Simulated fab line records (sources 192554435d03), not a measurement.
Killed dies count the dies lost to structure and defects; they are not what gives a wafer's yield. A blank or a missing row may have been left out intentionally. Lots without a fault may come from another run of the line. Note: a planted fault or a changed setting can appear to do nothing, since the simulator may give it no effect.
fab line records | flow n5-finfet
[record] lots = 12 wafers = 33 last-day = 18
route steps=1938 shown BEOL_M10@1474 PASSIVATION@1936
lots untouched by any fault: they come from a run of this same line in which no faults occurred
start-h: the number of hours between the record's first day and the start of the first shown wafer of the lot | wait-h: how many hours have passed since the lot's step before this one | " same as the row above | L1.1+2: a single row standing in for several wafers | - value missing, or start not given | * or withheld: withheld | < > ~ a bound
route shown NAME@n: names a module that has steps shown in the file, with the first one's number in the route | usual: the fault-free wafers' mean and standard deviation | same: alike in all rows | chamber/n: place in a boat | sites: readings site by site | _std_site: their standard deviation | _edge_site: outer sites' mean less inner sites' | radius-mm: how far each site lies from the wafer's centre | mask NAME#n: copy n | behind: tool/chamber where the wafer was last shaped | hold: what put the lot on hold/how long, in hours/how the hold closed | device: transistor that didn't switch, given as n, p or np | end of line: the tests these same wafers got at the end of their route | a step given without rows: its recipe and nothing more | killed: dies lost to structure and defects at the first sort, not the wafer's yield | map: a wafer's dies, x killed, . not, _ none there
set.NAME: setting as actually run; set.NAME@STEP: the setting as run at that earlier step | model.NAME: the simulator's own value behind a step, which no gauge read
the route's steps for a sample of lots (tables are steps, rows are wafers)
services: when a tool's chamber went out of use (start-h, in hours from the record's first day, below 0 if earlier), for how many hours, and the reason
[[steps]]
[step N5_BEOL_M10_HM_DEP_02]
[recipe] material = TiN target-thk-a = 200 temp-c = 25 chamber-pressure-pa = 0.49996
[usual] throttle-valve-pct = 30.2/0.98
// columns lot.wafer tool chamber start-h wait-h throttle-valve-pct
L115.1 pvd-sputter-01 - 228.33 1.5 31.9
L115.2 " - " " 28.6
L115.4 " - " " 30.5
L117.2 pvd-sputter-01 - 236.25 1.1 28.6
L117.5 " - " " 28.8
L117.6 " - " " 31.5
L119.3 pvd-sputter-02 - 255.32 2.2 30.1
L119.4 " - " " 31.6
L119.6 " - " " 29.7
L120.1 pvd-sputter-01 - 258.44 1.9 30.5
L120.3 " - " " 28.4
L120.4 " - " " 31.5
L118.1 pvd-sputter-01 - 281.94 0.6 30.6
L118.4 " - " " 30.2
L118.5 " - " " 30.2
L123.5 pvd-sputter-03 - 286.47 0.6 29.2
L123.6 " - " " 29.8
L124.2 pvd-sputter-01 - 289.91 0.7 30.0
L124.4 " - " " 28.5
L124.6 " - " " 30.0
L125.1 pvd-sputter-03 - 304.99 0.0 30.1
L125.2 " - " " 30.6
L125.6 " - " " 31.5
L126.2 pvd-sputter-02 - 307.77 1.0 29.8
L126.5 " - " " 29.5
L126.6 " - " " 31.7
L133.1 pvd-sputter-02 - 361.86 0.9 29.9
L133.6 " - " " 29.9
L134.3 pvd-sputter-03 - 362.60 0.6 30.4
L134.5 " - " " 30.7
L136.4 pvd-sputter-02 - 370.51 1.3 29.6
L136.5 " - " " 30.1
L136.6 " - " " 29.3
[step N5_BEOL_M10_HM_OPEN_17]
[recipe] chemistry = Cl2/BCl3 target-depth-a = 200 overetch-a = 60 target = TiN mask-material = SOC ion-energy-ev = 150 pressure-mtorr = 10 icp-w = 1000 bias-w = 126 Cl2_flow_sccm = 53.25 bcl3-flow-sccm = 21.75 Ar_flow_sccm = 25
[usual] chamber-pressure-mTorr = 10.002/0.0091 drypump-motor-current-A = 5.63/0.26 oes-product-au = 0.73/0.071 throttle-valve-pct = 22.34/0.22
// columns lot.wafer tool chamber start-h wait-h chamber-pressure-mTorr drypump-motor-current-A oes-product-au rf-hours-counter-h throttle-valve-pct
L115.1 rie-metal-03 0 229.18 0.0 10.003 6.01 0.53 123 22.59
L115.2 " 1 " " 10.002 5.48 0.63 49 22.30
L115.4 " 0 " " 10.002 6.02 0.52 - 22.60
L117.2 rie-metal-01 1 237.47 0.0 9.991 5.84 0.79 8 22.77
L117.5 " 0 " " 10.008 5.39 0.72 - 22.46
L117.6 " 1 " " 10.003 5.83 0.79 - 22.77
L119.3 rie-metal-02 0 256.56 0.1 10.007 5.29 0.81 - 22.01
L119.4 " 1 " " 9.995 5.79 0.75 - 22.30
L119.6 " 1 " " 9.996 5.79 0.75 - 22.31
L120.1 rie-metal-01 0 260.11 0.0 10.001 5.38 0.72 18 22.46
L120.3 " 1 " " 9.991 5.82 0.78 - 22.76
L120.4 " 0 " " 9.993 5.39 0.73 - 22.46
L118.1 rie-metal-03 0 282.81 0.0 10.012 6.00 0.83 1 22.29
L118.4 " 1 " " 10.008 5.49 0.62 - 22.32
L118.5 " 0 " " 10.010 5.97 0.84 - 22.29
L123.5 rie-metal-03 0 287.70 0.1 10.002 5.99 0.82 - 22.29
L123.6 " 1 " " 10.005 5.51 0.61 - 22.33
L124.2 rie-metal-03 1 290.87 0.0 10.000 5.47 0.62 55 22.30
L124.4 " 0 " " 10.004 6.00 0.84 - 22.30
L124.6 " 1 " " 10.016 5.48 0.62 - 22.32
L125.1 rie-metal-01 1 306.17 0.0 10.010 5.82 0.76 14 22.81
L125.2 " 0 " " 9.992 5.40 0.70 23 22.49
L125.6 " 0 " " 10.010 5.39 0.69 - 22.48
L126.2 rie-metal-02 0 308.62 0.0 9.996 5.27 0.77 7 22.00
L126.5 " 1 " " 10.006 5.79 0.74 - 22.33
L126.6 " 0 " " 10.006 5.27 0.77 - 22.02
L133.1 rie-metal-03 1 362.59 0.0 9.997 5.44 0.60 61 22.34
L133.6 " 0 " " 10.003 5.97 0.79 - 22.29
L134.3 rie-metal-01 0 363.61 0.1 9.989 5.39 0.68 - 22.51
L134.5 " 1 " " 9.998 5.86 0.73 - 22.81
L136.4 rie-metal-02 1 371.40 0.1 10.005 5.83 0.71 - 22.33
L136.5 " 0 " " 9.990 5.29 0.74 - 22.04
L136.6 " 1 " " 9.998 5.83 0.71 - 22.33
[step N5_BEOL_M10_STRIP_19]
[recipe] chemistry = O2 power-w = 400 temp-c = 40 pressure-mtorr = 30 rf-frequency-hz = 6e+07 bias-power-w = 0 overash-fraction = 0.2 o2-flow-sccm = 225
[usual] chamber-pressure-mTorr = 30.00/0.035 drypump-motor-current-A = 5.7/0.39 oes-product-au = 0.84/0.081 rf-vpp-V = 3.6/0.62 showerhead-plenum-p-Torr = 2.13/0.058 temp-c = 40.01/0.12 throttle-valve-pct = 16.56/0.18
// columns lot.wafer tool chamber start-h wait-h chamber-pressure-mTorr drypump-motor-current-A oes-product-au rf-hours-counter-h rf-vpp-V showerhead-plenum-p-Torr temp-c throttle-valve-pct
L115.1 rie-diel-06 1 229.29 0.1 30.02 6.5 0.94 19 3.2 2.14 40.15 16.25
L115.2 " 0 " " 30.02 5.3 0.66 228 3.5 1.98 40.00 16.81
L115.4 " 3 " " 29.98 5.7 0.87 40 2.7 2.12 40.12 16.26
L117.2 rie-diel-05 3 237.61 0.1 29.99 6.1 0.68 252 3.3 2.05 40.00 16.84
L117.5 " 2 " " 29.99 5.7 0.74 - 3.7 2.19 39.90 16.71
L117.6 " 1 " " 30.02 6.1 0.86 - 4.4 2.14 40.29 16.40
L119.3 rie-diel-04 2 256.66 0.1 30.02 5.9 0.79 137 3.7 2.20 40.02 16.82
L119.4 " 1 " " 30.04 5.4 1.00 - 3.9 2.15 40.05 16.41
L119.6 " 0 " " 30.03 5.3 0.90 - 3.5 2.15 40.22 16.59
L120.1 rie-diel-04 1 260.31 0.2 29.99 5.4 0.98 4 2.8 2.15 39.93 16.43
L120.3 " 0 " " 29.96 5.3 0.89 22 3.8 2.15 39.80 16.64
L120.4 " 1 " " 29.93 5.4 0.99 - 3.1 2.15 39.81 16.41
L118.1 rie-diel-05 1 283.07 0.2 30.07 6.1 0.85 71 4.3 2.14 39.83 16.41
L118.4 " 1 " " 29.97 6.1 0.85 - 3.8 2.14 39.90 16.42
L118.5 " 0 " " 29.99 5.3 0.85 - 4.3 2.05 39.89 16.61
L123.5 rie-diel-04 0 287.78 0.0 29.96 5.3 0.86 - 3.8 2.15 40.02 16.64
L123.6 " 3 " " 29.99 5.3 0.96 - 2.7 2.06 39.97 16.57
L124.2 rie-diel-06 3 291.12 0.2 29.99 5.7 0.84 60 3.8 2.11 40.20 16.31
L124.4 " 0 " " 29.99 5.3 0.66 247 4.5 1.98 39.86 16.83
L124.6 " 3 " " 30.01 5.7 0.85 - 4.1 2.11 40.04 16.31
L125.1 rie-diel-06 1 306.28 0.1 30.05 6.5 0.88 43 3.4 2.13 40.02 16.32
L125.2 " 2 " " 29.98 6.4 0.84 57 4.2 2.15 40.01 16.58
L125.6 " 2 " " 30.03 6.4 0.85 - 2.9 2.15 40.02 16.58
L126.2 rie-diel-05 2 308.73 0.1 29.91 5.7 0.73 174 3.2 2.18 39.91 16.79
L126.5 " 0 " " 30.05 5.4 0.83 - 3.9 2.05 40.00 16.64
L126.6 " 1 " " 29.95 6.1 0.83 - 4.4 2.13 39.96 16.46
L133.1 rie-diel-05 3 362.81 0.2 30.03 6.2 0.98 17 3.0 2.04 40.00 16.38
L133.6 " 0 " " 30.06 5.3 0.82 - 2.2 2.04 39.96 16.67
L134.3 rie-diel-04 0 363.74 0.1 30.00 5.3 0.83 54 4.3 2.14 39.95 16.70
L134.5 " 3 " " 30.01 5.4 0.89 - 3.3 2.05 39.90 16.61
L136.4 rie-diel-04 2 371.56 0.1 29.96 5.9 0.75 183 3.9 2.18 40.06 16.92
L136.5 " 1 " " 29.98 5.4 0.88 - 4.1 2.13 40.04 16.51
L136.6 " 2 " " 30.01 5.8 0.75 - 3.4 2.19 39.87 16.95
[step N5_BEOL_M10_COAT_64]
[recipe] resist = SiARC temp-c = 220 time-s = 60 spin-rpm = 1500 resist-thk-nm = 30
[usual] spin-speed-rpm = 1500.0/0.98
// columns lot.wafer tool chamber start-h wait-h spin-speed-rpm
L115.1 litho-track-01 0 231.53 - 1500.5
L115.2 " 0 " " 1497.3
L115.4 " 0 " " 1500.3
L117.2 litho-track-01 0 238.10 - 1498.4
L117.5 " 0 " " 1499.5
L117.6 " 0 " " 1497.8
L119.3 litho-track-04 0 258.20 - 1501.5
L119.4 " 0 " " 1500.4
L119.6 " 0 " " 1498.9
L120.1 litho-track-04 0 261.67 - 1499.9
L120.3 " 0 " " 1500.5
L120.4 " 0 " " 1500.5
L118.1 litho-track-04 0 283.19 - 1500.2
L118.4 " 0 " " 1501.8
L118.5 " 0 " " 1499.6
L123.5 litho-track-04 0 288.39 - 1499.1
L123.6 " 0 " " 1499.3
L124.2 litho-track-04 0 294.06 - 1535.3
L124.4 " 0 " " 1535.3
L124.6 " 0 " " 1534.9
L125.1 litho-track-01 0 306.51 - 1499.4
L125.2 " 0 " " 1499.4
L125.6 " 0 " " 1501.1
L126.2 litho-track-04 0 311.85 - 1534.0
L126.5 " 0 " " 1533.9
L126.6 " 0 " " 1532.7
L133.1 litho-track-01 0 363.80 - 1501.1
L133.6 " 0 " " 1500.5
L134.3 litho-track-01 0 363.87 - 1497.5
L134.5 " 0 " " 1500.7
L136.4 litho-track-03 0 374.16 - 1500.9
L136.5 " 0 " " 1500.4
L136.6 " 0 " " 1500.0
[step N5_PASSIVATION_PROBE_49]
[usual] defect-limited-yield = 91.1/1.3 killed_at_M0_to_M3 = 32/9.7 killed_at_M4_up = 16/6 killed-at-contacts = 12/5.9 killed-at-front-end = 41/11 killed-at-other = 4/3.1 killed-dies = 104/16 killed-on-rim = 14/4 killed-open = 68/12 killed-short = 34/7.4 sort_bin_5_function = 5.1/0.85 sort_bin_6_memory = 3.3/0.66 sort_bin_8_speed = 0.1/0.53 sort-n-pass = 1075/16 sort-yield-pct = 91.1/1.4
[same] gross-dies = 1180 killed-at-back-side = 0 sort_bin_4_leakage[%] = 0
// columns lot.wafer tool chamber start-h wait-h defect-limited-yield[%] killed_at_M0_to_M3 killed_at_M4_up killed-at-contacts killed-at-front-end killed-at-other killed-dies killed-on-rim killed-open killed-short sort_bin_5_function[%] sort_bin_6_memory[%] sort_bin_8_speed[%] sort-n-pass sort-yield-pct[%]
L115.1 prober-02 - 291.22 0.0 91.7 25 16 4 50 3 98 15 65 29 4.5 3.6 0 1082 91.7
L115.2 prober-02 - 291.27 0.1 93.3 17 11 12 33 6 79 11 57 19 4.3 2.4 0 1101 93.3
L115.4 prober-02 - 291.37 0.2 90.6 36 17 18 36 4 111 14 69 38 5.4 3.6 0 1069 90.6
L117.2 prober-02 - 300.92 0.1 91.6 18 19 21 39 2 99 16 75 23 4.7 3.6 0 1081 91.6
L117.5 prober-02 - 301.07 0.2 89.1 33 24 30 41 1 129 14 94 34 6.0 4.4 0 1051 89.1
L117.6 prober-02 - 301.12 0.3 92.2 27 25 3 34 3 92 11 62 29 4.7 2.7 0.4 1083 91.8
L119.3 prober-01 - 314.04 0.1 89.5 40 32 9 39 4 124 20 71 47 6.6 3.5 0 1056 89.5
L119.4 prober-01 - 314.09 0.2 90.7 42 22 12 30 4 110 17 68 39 5.3 3.4 0 1070 90.7
L119.6 prober-01 - 314.19 0.3 90.8 46 20 2 40 0 108 10 65 42 5.6 3.2 0 1072 90.8
L118.1 prober-02 - 341.58 0.0 90.0 45 18 8 46 1 118 16 65 45 5.7 3.3 0 1062 90.0
L118.4 prober-02 - 341.73 0.2 90.1 39 17 8 44 9 117 14 76 41 6.0 3.7 0 1063 90.1
L118.5 prober-02 - 341.78 0.2 92.1 31 12 3 42 5 93 13 58 35 4.2 3.6 0 1087 92.1
L123.5 prober-02 - 343.45 0.2 91.4 48 12 16 23 2 101 16 66 35 5.1 3.3 0 1079 91.4
L123.6 prober-02 - 343.50 0.3 92.2 30 14 13 31 4 92 8 65 26 4.7 2.9 0 1088 92.2
L124.2 prober-02 - 346.97 0.1 93.5 25 11 7 31 3 77 13 47 21 2.9 2.9 0 1103 93.5
L124.4 prober-02 - 347.07 0.2 91.8 36 12 16 29 4 97 13 72 23 4.7 3.0 0 1083 91.8
L124.6 prober-02 - 347.17 0.3 92.5 29 15 12 30 2 88 10 56 32 4.8 2.3 0 1092 92.5
// killed by level:class
L115.1 FIN_SAQP:geometric-particle:short=12 DUMMY_GATE:geometric-particle:open=11 FIN_SAQP:geometric-particle:open=8 STI_FIN_REVEAL:geometric-particle:open=6 BEOL_M1:geometric-particle:open=5 MOL_CONTACT_COAG:geometric-particle:open=4 BEOL_M2:geometric-particle:open=4 BEOL_M5:geometric-particle:open=4
L115.2 MOL_CONTACT_COAG:geometric-particle:open=10 FIN_SAQP:geometric-particle:open=6 FIN_SAQP:geometric-particle:short=5 STI_FIN_REVEAL:geometric-particle:open=5 DUMMY_GATE:geometric-particle:open=5 GATE_CUT:geometric-particle:open=5 BEOL_M0:geometric-particle:open=4 BEOL_M7:geometric-particle:open=4
L115.4 MOL_CONTACT_COAG:geometric-particle:open=15 BEOL_M1:geometric-particle:open=10 STI_FIN_REVEAL:geometric-particle:open=8 BEOL_M0_SAQP:geometric-particle:short=6 GATE_CUT:geometric-particle:open=5 BEOL_M0:geometric-particle:open=5 FIN_SAQP:geometric-particle:short=4 FIN_SAQP:geometric-particle:open=4
L117.2 MOL_CONTACT_COAG:geometric-particle:open=19 FIN_SAQP:geometric-particle:open=9 BEOL_M4:geometric-particle:open=8 FIN_SAQP:geometric-particle:short=7 STARTING-WAFER:geometric-particle:open=6 BEOL_M2:geometric-particle:open=5 DUMMY_GATE:geometric-particle:open=5 BEOL_M0_SAQP:geometric-particle:open=5
L117.5 MOL_CONTACT_COAG:geometric-particle:open=24 BEOL_M2:geometric-particle:open=14 BEOL_M4:geometric-particle:open=10 FIN_SAQP:geometric-particle:open=9 STARTING-WAFER:geometric-particle:open=7 FIN_SAQP:geometric-particle:short=6 MOL_CONTACT_COAG:geometric-particle:short=6 BEOL_M0_SAQP:geometric-particle:short=6
L117.6 FIN_SAQP:geometric-particle:open=10 BEOL_M1:geometric-particle:open=8 BEOL_M4:geometric-particle:open=8 BEOL_M2:geometric-particle:open=7 BEOL_M5:geometric-particle:open=7 GATE_CUT:geometric-particle:short=6 BEOL_M4:geometric-particle:short=5 DUMMY_GATE:geometric-particle:open=3
L119.3 BEOL_M4:geometric-particle:open=10 BEOL_M0_SAQP:geometric-particle:short=8 MOL_CONTACT_COAG:geometric-particle:open=8 FIN_SAQP:geometric-particle:short=7 FIN_SAQP:geometric-particle:open=7 BEOL_M1:geometric-particle:open=7 GATE_CUT:geometric-particle:short=6 BEOL_M2:geometric-particle:open=6
L119.4 BEOL_M3:geometric-particle:open=12 BEOL_M0_SAQP:geometric-particle:open=9 MOL_CONTACT_COAG:geometric-particle:open=8 GATE_CUT:geometric-particle:short=7 BEOL_M1:geometric-particle:open=6 FIN_SAQP:geometric-particle:short=5 FIN_SAQP:geometric-particle:open=4 BEOL_M1:geometric-particle:short=4
L119.6 BEOL_M0_SAQP:geometric-particle:short=16 BEOL_M4:geometric-particle:open=10 FIN_SAQP:geometric-particle:short=8 BEOL_M0_SAQP:geometric-particle:open=8 BEOL_M2:geometric-particle:open=7 STI_FIN_REVEAL:geometric-particle:open=6 BEOL_M3:geometric-particle:open=6 FIN_SAQP:geometric-particle:open=5
L118.1 BEOL_M2:geometric-particle:open=12 BEOL_M0_SAQP:geometric-particle:short=8 FIN_SAQP:geometric-particle:open=7 BEOL_M4:geometric-particle:open=7 HKMG_FIN:area-etch=7 FIN_SAQP:geometric-particle:short=6 DUMMY_GATE:geometric-particle:open=6 MOL_CONTACT_COAG:geometric-particle:open=6
L118.4 BEOL_M0_SAQP:geometric-particle:short=10 BEOL_M2:geometric-particle:open=10 STI_FIN_REVEAL:geometric-particle:open=9 BEOL_M0_SAQP:geometric-particle:open=9 FIN_SAQP:geometric-particle:open=8 BEOL_M4:geometric-particle:open=7 GATE_CUT:geometric-particle:short=6 FIN_SAQP:geometric-particle:short=5
L118.5 FIN_SAQP:geometric-particle:open=12 FIN_SAQP:geometric-particle:short=11 BEOL_M1:geometric-particle:open=8 BEOL_M0_SAQP:geometric-particle:short=7 BEOL_M2:geometric-particle:open=6 BEOL_M5:geometric-particle:open=5 STARTING-WAFER:geometric-particle:short=5 BEOL_M0_SAQP:geometric-particle:open=4
L123.5 MOL_CONTACT_COAG:geometric-particle:open=14 BEOL_M0_SAQP:geometric-particle:short=11 BEOL_M3:geometric-particle:open=10 BEOL_M0_SAQP:geometric-particle:open=8 BEOL_M2:geometric-particle:open=6 BEOL_M2:geometric-particle:short=6 FIN_SAQP:geometric-particle:open=4 STI_FIN_REVEAL:geometric-particle:open=3
L123.6 MOL_CONTACT_COAG:geometric-particle:open=11 BEOL_M0_SAQP:geometric-particle:open=8 BEOL_M0_SAQP:geometric-particle:short=8 FIN_SAQP:geometric-particle:open=6 BEOL_M4:geometric-particle:open=6 GATE_CUT:geometric-particle:short=4 STI_FIN_REVEAL:geometric-particle:open=4 GATE_CUT:geometric-particle:open=4
L124.2 BEOL_M1:geometric-particle:open=8 HKMG_FIN:area-etch=6 STI_FIN_REVEAL:geometric-particle:open=5 MOL_CONTACT_COAG:geometric-particle:open=5 BEOL_M0:geometric-particle:open=5 STI_FIN_REVEAL:geometric-particle:short=3 GATE_CUT:geometric-particle:open=3 BEOL_M1:geometric-particle:short=3
L124.4 STI_FIN_REVEAL:geometric-particle:open=16 MOL_CONTACT_COAG:geometric-particle:open=15 BEOL_M0_SAQP:geometric-particle:open=9 BEOL_M0_SAQP:geometric-particle:short=7 BEOL_M3:geometric-particle:open=7 BEOL_M4:geometric-particle:open=5 FIN_SAQP:geometric-particle:short=4 BEOL_M1:geometric-particle:open=4
L124.6 MOL_CONTACT_COAG:geometric-particle:open=11 BEOL_M0_SAQP:geometric-particle:short=9 STI_FIN_REVEAL:geometric-particle:open=7 BEOL_M8:geometric-particle:open=7 FIN_SAQP:geometric-particle:short=6 GATE_CUT:geometric-particle:short=6 BEOL_M3:geometric-particle:open=6 BEOL_M1:geometric-particle:open=5
[[services]]
// columns tool chamber start-h hours kind
rie-diel-05 - 205.16 0.7 repair
litho-track-04 - 216.19 - consumable-replace:filter
rie-diel-05 - 218.37 0.1 repair
rie-diel-04 1 229.60 - clean
rie-diel-04 1 229.60 - consumable-replace:focus-ring
rie-diel-04 1 229.60 21.3 scheduled-down
rie-diel-04 1 229.60 21.3 vent-cycle
rie-diel-05 3 242.46 40.9 repair
rie-metal-03 0 243.12 - clean
rie-metal-03 0 243.12 20.8 scheduled-down
rie-metal-03 0 243.12 20.8 vent-cycle
rie-diel-04 3 250.90 - clean
rie-diel-04 3 250.90 - consumable-replace:focus-ring
rie-diel-04 3 250.90 25.0 scheduled-down
rie-diel-04 3 250.90 25.0 vent-cycle
rie-diel-04 1 252.29 3.0 repair
rie-diel-06 2 275.94 2.5 repair
rie-diel-05 3 283.73 - clean
rie-metal-03 - 295.92 14.6 pm
litho-track-01 - 315.35 - consumable-replace:filter
rie-metal-01 0 320.04 4.9 repair
rie-metal-01 - 327.12 14.6 pm
rie-metal-03 - 337.52 1.8 repair
rie-metal-03 1 370.29 29.6 repair
[[key]]
[first-sign] step = N5_BEOL_M10_COAT_64 reading = spin-speed-rpm direction = up sigmas = 35 usual = * struck = *
effect none on later readings
met-at N5_BEOL_M10_COAT_64
struck-lots L124,L126
not-acting-at N5_BEOL_M10_HM_DEP_02,N5_BEOL_M10_HM_OPEN_17,N5_BEOL_M10_STRIP_19
onset-between 288.39 294.06
[fault] kind = process-parameter-drift tool = litho-track-04 chamber = - onset-h = 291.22 steps = N5_BEOL_M10_COAT_64 channel = spin-rpm offset = * shape = step end-h = 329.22 acts-in = * stated = *
